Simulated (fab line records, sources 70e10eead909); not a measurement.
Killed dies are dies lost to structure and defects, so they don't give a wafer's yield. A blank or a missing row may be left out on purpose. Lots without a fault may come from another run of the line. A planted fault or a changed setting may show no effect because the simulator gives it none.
Problem report in the 8D (eight disciplines) form, filled by code | flow nand_harc | the parts of the form that need people (team, actions taken, sign-off) are left out

1. THE PROBLEM
raw_defect_count at NHARC_A_SOURCE_PLATE_INSPECT_08 reads a mean of 565 on 1 wafer of 1 lot; wafers without a fault read 56 with a standard deviation of 24. That is +21 standard deviations from the usual mean.
First seen on wafer L146.4, day 14 11:43, on defect_inspect-01. The record holds 37 wafers of 13 lots with a number at this step. Rule for "out", or "out of limits": more than 4 standard deviations from the usual mean. The other wafers with a number count as sound.

2. WHAT IT IS AND WHAT IT IS NOT
question                    | is                     | is not
which readings at this step | raw_defect_count       | -
which lots                  | L146                   | L130, L131, L132, L133, L134, L135, L136, L140, L148, L149, L151, L153
which wafers of those lots  | all that have a number | -
read on which gauges        | defect_inspect-01      | defect_inspect-02
when                        | from day 14 11:43      | up to then (24 sound wafers); but 12 sound wafers of L148, L149, L151, L153 came after

3. SUSPECTS, AND WHAT RULES EACH OUT
Counting: a tool at a process step up to the reading stays a suspect if it ran every lot that is out and no sound lot after the first of them.
- the gauge at NHARC_A_SOURCE_PLATE_INSPECT_08: ruled out. All the wafers that are out were read on defect_inspect-01, but those of them that NHARC_END_SORT_01 has rows for are out there too, on other tools.
- rie_si-06 at NHARC_A_ZERO_WELL_ETCH_13 (etches the open film in HBr/Cl2, target depth 120 nm, time 40.1 s): ruled out as a lasting fault. Sound lots L149, L151 ran on it after its first lot that is out, L146 (day 13 12:01).
- pvd_sputter-03 at NHARC_A_SOURCE_PLATE_PVD_04 (deposits WSi2, target thk 50 nm): kept. It ran the lot that is out, L146 (day 13 21:49), and no sound lot after that; its last sound lot up to then is L140 (day 11 13:35).
Left after counting: pvd_sputter-03 at NHARC_A_SOURCE_PLATE_PVD_04.

4. THE CAUSE (what the simulator had put in)
Chamber particle source: pvd_sputter-03, from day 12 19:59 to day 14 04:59, at NHARC_A_SOURCE_PLATE_PVD_04. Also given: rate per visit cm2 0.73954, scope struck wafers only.
Counting left only this tool.

5. THE CHAIN OF EFFECTS, in route order
Each row: a reading whose mean over the struck wafers that have a number lies more than 3 standard deviations from the usual. Only readings for which the record gives a usual standard deviation are gone through. hours: the time from each lot's start at the first step in this table that gives one to its start at this step, as a median over the lots. sigmas: the change in usual standard deviations.
hours | step                            | reading          | usual | on struck wafers | change | sigmas
0     | NHARC_A_SOURCE_PLATE_INSPECT_08 | raw_defect_count | 56    | 565              | +509   | +21
394   | NHARC_END_SORT_01               | killed_at_array  | 56    | 168              | +112   | +5.9
394   | NHARC_END_SORT_01               | killed_dies      | 61    | 175              | +114   | +6.0
Later measuring or inspecting steps at which every struck wafer that the step has a row for has a number for every such reading, and none has moved that far: NHARC_A_ONON_D1_THK_MEAS_18.

6. WHAT WOULD HAVE CAUGHT IT SOONER
In this record the first reading out of limits at a measuring or inspecting step was taken at day 14 11:43, 40 hours after the fault began at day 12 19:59.
All the lots that are out (1) had begun NHARC_A_SOURCE_PLATE_PVD_04 on pvd_sputter-03 by day 14 11:43. A hold on the tool at that time would have spared none of them.
